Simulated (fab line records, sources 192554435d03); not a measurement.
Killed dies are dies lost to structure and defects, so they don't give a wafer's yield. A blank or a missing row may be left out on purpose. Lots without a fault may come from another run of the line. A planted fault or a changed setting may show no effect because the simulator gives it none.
Which tool did it? | flow n5_finfet | 24 lots, 72 wafers sampled, at 5 steps of a route of 1938

WHAT THE GAUGES READ, wafer by wafer
N5_BEOL_M2_CD_MEAS_18: pitch 36 nm, target cd 18 nm.
lot  | measured     | on        | cd_nm (nm)
L074 | day 6 11:26  | cd_sem-01 | 18.16 17.77 17.82
L075 | day 7 04:39  | cd_sem-01 | 17.89 17.85 18.32
L076 | day 7 09:04  | cd_sem-02 | 18.75 18.34 18.93
L077 | day 7 11:29  | cd_sem-01 | 17.94 18.05 17.93
L078 | day 7 17:17  | cd_sem-02 | 18.35 18.24 18.06
L079 | day 7 21:03  | cd_sem-02 | 18.23 18.51 17.94
L080 | day 8 08:42  | cd_sem-02 | 18.15 18.57 17.99
L082 | day 8 11:52  | cd_sem-01 | 18.38 17.86 18.36
L081 | day 8 14:28  | cd_sem-01 | 18.19 18.20 18.34
L083 | day 8 16:05  | cd_sem-02 | 17.85 18.08 18.14
L084 | day 9 03:19  | cd_sem-02 | 18.51 18.39 18.29
L085 | day 9 10:28  | cd_sem-01 | 17.58 18.13 17.61
L086 | day 9 20:04  | cd_sem-01 | 17.94 18.14 17.66
L087 | day 9 20:37  | cd_sem-02 | 18.18 18.38 18.30
L088 | day 10 05:35 | cd_sem-01 | 17.86 17.35 18.16
L089 | day 10 08:52 | cd_sem-02 | 18.13 18.75 17.88
L090 | day 10 14:37 | cd_sem-02 | 17.97 18.13 18.05
L091 | day 10 18:53 | cd_sem-02 | 17.99 18.10 17.95
L092 | day 11 06:23 | cd_sem-03 | 18.12 18.11 18.68
L094 | day 11 08:31 | cd_sem-03 | 18.15 18.00 18.06
L093 | day 11 09:38 | cd_sem-02 | 18.27 17.90 17.71
L095 | day 11 15:17 | cd_sem-02 | 17.88 17.78 18.21
L096 | day 12 00:40 | cd_sem-02 | 18.05 17.53 18.04
L097 | day 12 14:58 | cd_sem-03 | 18.08 17.57 17.72

N5_BEOL_M2_INSPECT_59: inspects for defects (darkfield).
lot  | measured     | on                | raw_defect_count
L074 | day 6 19:59  | defect_inspect-02 | 37 72 57
L075 | day 7 11:15  | defect_inspect-01 | 60 69 70
L076 | day 7 14:43  | defect_inspect-02 | 68 52 60
L077 | day 7 17:29  | defect_inspect-01 | 61 48 48
L078 | day 7 23:49  | defect_inspect-01 | 32 50 45
L079 | day 8 07:55  | defect_inspect-02 | 75 44 63
L080 | day 8 14:35  | defect_inspect-02 | 94 132 85
L082 | day 8 18:16  | defect_inspect-02 | 98 71 118
L081 | day 8 20:19  | defect_inspect-02 | 59 36 53
L083 | day 8 23:29  | defect_inspect-01 | 109 59 59
L084 | day 9 12:23  | defect_inspect-01 | 117 60 62
L085 | day 9 17:17  | defect_inspect-02 | 22 44 52
L086 | day 10 04:31 | defect_inspect-02 | 96 59 87
L087 | day 10 05:23 | defect_inspect-02 | 37 80 23
L088 | day 10 15:53 | defect_inspect-01 | 35 64 83
L089 | day 10 15:40 | defect_inspect-01 | 65 70 79
L090 | day 10 20:58 | defect_inspect-02 | 87 71 57
L091 | day 11 00:46 | defect_inspect-01 | 30 49 57
L092 | day 11 13:18 | defect_inspect-01 | 101 117 95
L094 | day 11 18:02 | defect_inspect-01 | 62 54 62
L093 | day 11 21:37 | defect_inspect-02 | 66 24 44
L095 | day 12 02:55 | defect_inspect-02 | 58 79 93
L096 | day 12 07:32 | defect_inspect-01 | 61 45 41
L097 | day 12 22:14 | defect_inspect-01 | 80 121 88

N5_BEOL_M3_OVL_MEAS_12.
lot  | measured     | on         | M3_OVL (nm)
L074 | day 6 21:02  | overlay-02 | 0.6 0.9 0.9
L075 | day 7 12:01  | overlay-02 | -0.3 -0.1 0.0
L076 | day 7 16:41  | overlay-02 | -0.4 0.1 0.3
L077 | day 7 20:22  | overlay-01 | -0.5 -0.6 -0.4
L078 | day 8 01:10  | overlay-01 | -1.4 -1.5 -1.3
L079 | day 8 09:02  | overlay-02 | 0.7 -0.4 0.4
L080 | day 8 16:28  | overlay-02 | 0.4 1.5 1.2
L082 | day 8 19:55  | overlay-02 | -0.7 -1.5 -1.4
L081 | day 8 22:59  | overlay-01 | 0.5 0.0 0.1
L083 | day 9 00:07  | overlay-02 | -0.1 0.0 -0.2
L084 | day 9 13:42  | overlay-02 | -1.0 0.5 -0.1
L085 | day 9 19:25  | overlay-02 | -0.3 -0.3 -0.1
L086 | day 10 06:53 | overlay-01 | 0.3 0.6 0.3
L087 | day 10 07:03 | overlay-01 | -0.2 -1.2 -0.5
L088 | day 10 17:40 | overlay-02 | -1.2 -1.0 -1.3
L089 | day 10 16:22 | overlay-02 | -0.6 0.0 -0.3
L090 | day 10 21:57 | overlay-02 | -0.1 0.8 0.5
L091 | day 11 02:51 | overlay-01 | 0.4 0.1 -0.3
L092 | day 11 14:32 | overlay-01 | 0.3 -0.6 -0.2
L094 | day 11 21:02 | overlay-01 | 0.5 1.5 0.4
L093 | day 11 22:34 | overlay-02 | -0.1 -0.2 0.1
L095 | day 12 04:24 | overlay-02 | 1.2 0.7 -0.3
L096 | day 12 08:16 | overlay-01 | -1.6 -0.7 -0.8
L097 | day 12 23:58 | overlay-02 | 0.1 1.1 0.7

WHICH TOOL RAN EACH LOT (tool, then ch and the chambers of the sampled wafers, then the start)
lot  | N5_BEOL_M2_DESCUM_33               | N5_BEOL_M2_PRE_CLEAN_60
L074 | rie_diel-04 ch 1,2,3, day 6 11:53  | cvd_co-01 ch 0,2, day 6 19:44
L075 | rie_diel-04 ch 0,2,3, day 7 05:16  | cvd_co-01 ch 0,2, day 7 11:00
L076 | rie_diel-04 ch 0,1,3, day 7 09:30  | cvd_co-01 ch 0,1,2, day 7 14:28
L077 | rie_diel-05 ch 0,1, day 7 12:03    | cvd_co-01 ch 0,2, day 7 17:13
L078 | rie_diel-04 ch 0,2, day 7 17:45    | cvd_co-01 ch 0,1, day 7 23:34
L079 | rie_diel-05 ch 1,2,3, day 7 21:37  | cvd_co-02 ch 0,1, day 8 07:38
L080 | rie_diel-04 ch 1,3, day 8 09:09    | cvd_co-02 ch 1,2, day 8 14:20
L082 | rie_diel-05 ch 2,3, day 8 12:19    | cvd_co-02 ch 1,2, day 8 17:55
L081 | rie_diel-04 ch 0,1, day 8 15:02    | cvd_co-01 ch 0,1,2, day 8 20:04
L083 | rie_diel-04 ch 0,1,3, day 8 16:40  | cvd_co-02 ch 1,2, day 8 23:11
L084 | rie_diel-05 ch 1,2,3, day 9 04:16  | cvd_co-01 ch 0,2, day 9 12:07
L085 | rie_diel-04 ch 0,1, day 9 11:08    | cvd_co-02 ch 0,1, day 9 17:01
L086 | rie_diel-04 ch 0,1,3, day 9 20:55  | cvd_co-02 ch 0,1,2, day 10 04:17
L087 | rie_diel-05 ch 0,1,2, day 9 21:05  | cvd_co-02 ch 1,2, day 10 05:08
L088 | rie_diel-01 ch 1,2, day 10 06:20   | cvd_co-02 ch 0,1,2, day 10 15:39
L089 | rie_diel-04 ch 0,2,3, day 10 09:40 | cvd_co-01 ch 0,1, day 10 15:25
L090 | rie_diel-04 ch 2,3, day 10 15:07   | cvd_co-02 ch 1,2, day 10 20:43
L091 | rie_diel-04 ch 2,3, day 10 19:20   | cvd_co-02 ch 0,1, day 11 00:31
L092 | rie_diel-01 ch 0,2,3, day 11 06:58 | cvd_co-01 ch 0,2, day 11 13:03
L094 | rie_diel-04 ch 1,2,3, day 11 09:04 | cvd_co-02 ch 0,1, day 11 17:44
L093 | rie_diel-05 ch 0,2,3, day 11 10:15 | cvd_co-02 ch 0,1, day 11 21:19
L095 | rie_diel-01 ch 1,3, day 11 15:43   | cvd_co-02 ch 0,1, day 12 02:37
L096 | rie_diel-01 ch 2,3, day 12 01:14   | cvd_co-02 ch 0,1,2, day 12 07:18
L097 | rie_diel-05 ch 0,1,3, day 12 15:33 | cvd_co-01 ch 0,1,2, day 12 21:59
- N5_BEOL_M2_DESCUM_33: chemistry O2, time 7 s.
- N5_BEOL_M2_PRE_CLEAN_60: time 15 s.

WHAT THE TOOLS THEMSELVES READ (means of the sampled wafers that have a number; where no wafer has one, the mark that the record gives instead)
N5_BEOL_M2_DESCUM_33.
lot  | tool        | drypump_motor_current_A (A) | oes_product_au (a.u.) | rf_vpp_V (V) | showerhead_plenum_p_Torr (Torr) | throttle_valve_pct (%)
L074 | rie_diel-04 | 5.7                         | 0.74                  | 243.9        | 2.14                            | 20.31
L075 | rie_diel-04 | 6.0                         | 0.71                  | 243.8        | 2.10                            | 20.19
L076 | rie_diel-04 | 6.0                         | 0.74                  | 242.0        | 2.08                            | 20.33
L077 | rie_diel-05 | 5.8                         | 0.79                  | 243.3        | 2.07                            | 20.30
L078 | rie_diel-04 | 6.0                         | 0.69                  | 242.4        | 2.09                            | 20.21
L079 | rie_diel-05 | 6.1                         | 0.75                  | 243.7        | 2.15                            | 20.49
L080 | rie_diel-04 | 5.7                         | 0.76                  | 243.5        | 2.12                            | 20.48
L082 | rie_diel-05 | 6.3                         | 0.78                  | 243.8        | 2.13                            | 20.46
L081 | rie_diel-04 | 6.0                         | 0.75                  | 243.2        | 2.05                            | 20.51
L083 | rie_diel-04 | 6.0                         | 0.73                  | 243.2        | 2.08                            | 20.36
L084 | rie_diel-05 | 6.2                         | 0.84                  | 244.8        | 2.15                            | 20.38
L085 | rie_diel-04 | 6.3                         | 0.72                  | 242.9        | 2.02                            | 20.40
L086 | rie_diel-04 | 6.0                         | 0.72                  | 243.7        | 2.08                            | 20.38
L087 | rie_diel-05 | 6.1                         | 0.84                  | 242.8        | 2.09                            | 20.27
L088 | rie_diel-01 | 6.6                         | 0.74                  | 243.3        | 2.10                            | 20.60
L089 | rie_diel-04 | 6.0                         | 0.77                  | 242.3        | 2.09                            | 20.15
L090 | rie_diel-04 | 5.7                         | 0.77                  | 244.4        | 2.15                            | 20.12
L091 | rie_diel-04 | 5.7                         | 0.83                  | 244.7        | 2.15                            | 20.03
L092 | rie_diel-01 | 5.7                         | 0.75                  | 242.2        | 2.06                            | 20.56
L094 | rie_diel-04 | 5.7                         | 0.78                  | 244.5        | 2.12                            | 20.29
L093 | rie_diel-05 | 5.9                         | 0.77                  | 243.6        | 2.09                            | 20.44
L095 | rie_diel-01 | 6.1                         | 0.78                  | 242.5        | 2.08                            | 20.73
L096 | rie_diel-01 | 5.6                         | 0.70                  | 241.9        | 2.01                            | 20.52
L097 | rie_diel-05 | 5.8                         | 0.81                  | 243.5        | 2.11                            | 20.35

N5_BEOL_M2_PRE_CLEAN_60.
lot  | tool      | heater_power_w (W)
L074 | cvd_co-01 | 84
L075 | cvd_co-01 | 85
L076 | cvd_co-01 | 83
L077 | cvd_co-01 | 84
L078 | cvd_co-01 | 98
L079 | cvd_co-02 | 133
L080 | cvd_co-02 | 127
L082 | cvd_co-02 | 99
L081 | cvd_co-01 | 84
L083 | cvd_co-02 | 101
L084 | cvd_co-01 | 83
L085 | cvd_co-02 | 131
L086 | cvd_co-02 | 107
L087 | cvd_co-02 | 103
L088 | cvd_co-02 | 110
L089 | cvd_co-01 | 97
L090 | cvd_co-02 | 127
L091 | cvd_co-02 | 115
L092 | cvd_co-01 | 84
L094 | cvd_co-02 | 115
L093 | cvd_co-02 | 115
L095 | cvd_co-02 | 116
L096 | cvd_co-02 | 109
L097 | cvd_co-01 | 85

THE ANSWER, worked out from the rows above alone
Rule: what is usual is taken from the lots themselves. Put in order of their means at a reading, lots are off if they are a third of the lots or fewer, leave a main group of 4 or more, and stand apart from it by a gap of 3 or more times the standard deviation of the main group's means; of several such gaps the widest counts. A main group whose means are all the same, to the digits that the tables above print for the reading, isn't used. A lot without any number at a reading at which 4 lots or more have one is off too. The other lots that the step has rows for count as sound. The gauges are gone through in route order, then the tools' own readings, and for those a lot's mean is taken as printed above. The first step at which some lot is off is used, and at that step the reading that is off furthest; a lot without a number counts as furthest.
No lot is off at any reading shown: from this, nothing can be told.

WHAT THE SIMULATOR HAD PUT IN
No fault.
